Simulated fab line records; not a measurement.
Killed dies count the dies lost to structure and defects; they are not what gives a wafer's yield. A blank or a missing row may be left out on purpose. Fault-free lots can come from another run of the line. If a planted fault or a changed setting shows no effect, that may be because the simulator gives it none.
Matching of chambers | flow nand harc | 4 sister chambers for NHARC_THIN_TSV_ETCHBACK_48 on rie diel-05
The step etches the open film in C4F8/Ar, target depth 1028.5 nm, time 405.17 s. 4 wafers are shown with their chamber, then 8 later ones without.

WAFERS WITH THEIR CHAMBER
wafer  | chamber | rf vpp V (V)
L261.6 | 0       | 545.1
L268.2 | 2       | 543.9
L268.3 | 3       | 545.7
L269.1 | 1       | 544.1

WAFERS MISSING THEIR CHAMBER
wafer  | rf vpp V (V)
L269.3 | 545.4
L269.6 | 544.7
L271.1 | 543.3
L271.2 | 543.9
L271.5 | 541.2
L272.2 | 544.3
L272.3 | 543.2
L272.5 | 542.0

WHICH CHAMBER EACH WENT THROUGH
wafer  | from the rows above               | in truth
L269.3 | can't be placed: 0 or 3 or 1 or 2 | 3
L269.6 | can't be placed: 0 or 1 or 2 or 3 | 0
L271.1 | can't be placed: 2 or 1 or 0 or 3 | 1
L271.2 | can't be placed: 2 or 1 or 0 or 3 | 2
L271.5 | can't be placed: 2 or 1 or 0 or 3 | 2
L272.2 | can't be placed: 1 or 2 or 0 or 3 | 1
L272.3 | can't be placed: 2 or 1 or 0 or 3 | 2
L272.5 | can't be placed: 2 or 1 or 0 or 3 | 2
Correct placement for 0 of the 8. Unplaceable from these rows: 8, with the true chamber sitting among the candidates in 8. Wrongly placed: 0.
How it was worked out, from the rows above alone: a wafer's distance from a chamber is the root of the sum, over the readings, of the square of ((its reading less the chamber's mean) divided by the reading's scatter). If the next closest chamber is less than 2 further off than the closest, the wafer can't be placed; otherwise it belongs to the closest. The mean given for a chamber averages the wafers shown for that chamber. The scatter: root of mean squared gap, hidden wafer to nearest shown wafer, with one shown wafer a chamber.
